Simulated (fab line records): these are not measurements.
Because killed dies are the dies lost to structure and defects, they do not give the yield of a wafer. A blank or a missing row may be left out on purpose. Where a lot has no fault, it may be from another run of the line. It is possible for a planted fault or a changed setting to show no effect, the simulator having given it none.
Chamber matching | flow n5-finfet | 4 sister chambers for N5_BEOL_M10_STRIP_67 on rie-diel-06
The step strips in CF4. 14 wafers are shown with their chamber, then 7 later ones without.

## EACH WAFER AND ITS CHAMBER
wafer  | chamber | drypump-motor-current-A (A) | showerhead-plenum-p-Torr (Torr) | oes-product-au (a.u.)
L074.2 | 0       | 5.8                         | 1.89                            | 0.77
L074.4 | 3       | 5.3                         | 1.81                            | 0.83
L074.5 | 0       | 5.7                         | 1.88                            | 0.76
L077.2 | 0       | 5.7                         | 1.88                            | 0.76
L077.3 | 3       | 5.3                         | 1.81                            | 0.82
L077.4 | 1       | 6.5                         | 1.82                            | 0.95
L083.1 | 3       | 5.3                         | 1.81                            | 0.81
L083.2 | 2       | 5.4                         | 1.77                            | 0.72
L083.3 | 1       | 6.5                         | 1.82                            | 0.93
L088.2 | 3       | 5.3                         | 1.81                            | 0.80
L088.3 | 0       | 5.7                         | 1.88                            | 0.74
L088.6 | 1       | 6.5                         | 1.82                            | 0.89
L091.1 | 1       | 6.5                         | 1.82                            | 0.88
L091.3 | 2       | 5.4                         | 1.76                            | 0.71

SIGNATURES, as means of the wafers listed above
reading                  | chamber 0 | chamber 1 | chamber 2 | chamber 3 | scatter within a chamber
drypump-motor-current-A  | 5.725     | 6.500     | 5.400     | 5.300     | 0.0274
showerhead-plenum-p-Torr | 1.8825    | 1.8200    | 1.7650    | 1.8100    | 0.00354
oes-product-au           | 0.7575    | 0.9125    | 0.7150    | 0.8150    | 0.0207
Rule: a wafer lies at a distance from a chamber equal to the root of the sum of squares, over the readings, of (its reading less the chamber's mean, divided by the reading's scatter). The wafer belongs to the nearest chamber; if the next one is less than 2 further off, it can't be placed. The scatter: the root of (the sum of the squares of (reading less its chamber's mean) over the shown wafers, divided by (wafers less chambers)).

## WAFERS WITH NO CHAMBER GIVEN
wafer  | drypump-motor-current-A (A) | showerhead-plenum-p-Torr (Torr) | oes-product-au (a.u.)
L091.4 | 5.3                         | 1.80                            | 0.79
L090.1 | 5.7                         | 1.88                            | 0.74
L090.4 | 5.3                         | 1.80                            | 0.79
L090.6 | 5.7                         | 1.88                            | 0.74
L094.2 | 6.5                         | 1.82                            | 0.89
L094.5 | 5.7                         | 1.88                            | 0.74
L094.6 | 5.3                         | 1.80                            | 0.79

## THE CHAMBER EACH PASSED THROUGH
wafer  | from the rows above | in truth
L091.4 | 3                   | 3
L090.1 | 0                   | 0
L090.4 | 3                   | 3
L090.6 | 0                   | 0
L094.2 | 1                   | 1
L094.5 | 0                   | 0
L094.6 | 3                   | 3
Correctly placed: 7 of 7. Not placeable from these rows: 0. 0 placed wrongly.
